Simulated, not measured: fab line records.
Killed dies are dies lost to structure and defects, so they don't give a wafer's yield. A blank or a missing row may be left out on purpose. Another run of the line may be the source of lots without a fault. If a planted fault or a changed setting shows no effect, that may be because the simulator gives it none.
Code-filled problem report in 8D (eight disciplines) form || flow nand-harc || the parts of the form that need people (team, actions taken, sign-off) are left out

== 1. WHAT WENT WRONG ==
cd-nm at NHARC_P_M1_CD_MEAS_09 reads a mean of 135.8 nm on 6 wafers of 2 lots; wafers without a fault read 130.0 nm with a standard deviation of 0.63. Measured from the usual mean, that is +9.2 standard deviations.
The step: target cd 130 nm.
First observed at day 10 14:07: wafer L975.1, on cd-sem-03. The record has a number at this step for 36 wafers belonging to 12 lots. The rule behind "out" and "out of limits": a value lying over 4 standard deviations away from the usual mean. The other wafers with a number count as sound.

== 2. WHAT IT IS; WHAT IT IS NOT ==
{"question": "which readings at this step", "is": "cd-nm", "is not": "-"}
{"question": "which lots", "is": "L975, L977", "is not": "L957, L960, L963, L965, L966, L968, L971, L978, L979, L980"}
{"question": "which wafers of those lots", "is": "all that have a number", "is not": "-"}
{"question": "read on which gauges", "is": "cd-sem-01, cd-sem-03", "is not": "cd-sem-02"}
{"question": "when", "is": "from day 10 14:07", "is not": "up to then (21 sound wafers); but 9 sound wafers of L978, L979, L980 came after"}

== 3. WHAT RULES OUT EACH SUSPECT ==
Counting: any tool at a process step up to the reading is kept as a suspect provided that every lot that is out went through it and no sound lot did after the first of them.
- the gauge at NHARC_P_M1_CD_MEAS_09 is ruled out. Those wafers that are out were read across 2 gauges (cd-sem-01, cd-sem-03).
- litho-track-06 at NHARC_P_M1_PEB_07 (peb time 65 s): kept. Every lot that is out went through it, starting with L975 (day 10 14:02), and after that it ran no sound lot; the last sound lot it ran before then is L971 (day 9 08:49). Out on those wafers are its own readings of heater-power-total-W, plate-temp-C.
Left after counting: litho-track-06 at NHARC_P_M1_PEB_07.

== 4. THE CAUSE (what the simulator had put in) ==
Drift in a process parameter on litho-track-06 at NHARC_P_M1_PEB_07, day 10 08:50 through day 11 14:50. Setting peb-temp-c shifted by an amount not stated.
After counting, this tool was the only one left.

== 5. SEQUENCE OF EFFECTS, ordered by route ==
Each row: a reading where the mean over the struck wafers with a number is more than 3 standard deviations away from the usual. Only readings whose record carries a usual standard deviation are examined. hours: median over the lots of the time between each lot's start at the first step of this table that gives one and its start at this step. sigmas: the change, counted in usual standard deviations.
{"hours": 0, "step": "NHARC_P_M1_PEB_07", "reading": "heater-power-total-W", "usual": "156.6 W", "on struck wafers": 160.1, "change": "+3.5", "sigmas": "+8.2"}
{"hours": 0, "step": "NHARC_P_M1_PEB_07", "reading": "plate-temp-C", "usual": "100.02 C", "on struck wafers": 101.66, "change": "+1.64", "sigmas": "+13"}
{"hours": 0, "step": "NHARC_P_M1_CD_MEAS_09", "reading": "cd-nm", "usual": "130.0 nm", "on struck wafers": 135.8, "change": "+5.8", "sigmas": "+9.2"}
Here are the process steps it includes:
- NHARC_P_M1_PEB_07: peb time 65 s.
At these later measuring or inspecting steps, every struck wafer for which the step has a row has a number for every such reading, and none has moved that far: NHARC_END_SORT_01.

== 6. HOW IT WOULD HAVE BEEN CAUGHT EARLIER ==
In this record the first reading out of limits at a measuring or inspecting step was taken at day 10 14:07, 5 hours after the fault began at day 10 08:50.
At NHARC_P_M1_PEB_07, the tool's own readings (heater-power-total-W, plate-temp-C) were out on each struck wafer the step has a row for, so an alarm limit on them would have fired on the first such wafer.
Lots out: 2; of these, L977 started NHARC_P_M1_PEB_07 on litho-track-06 after day 10 14:07. Had the tool been put on hold then, it would have been spared.
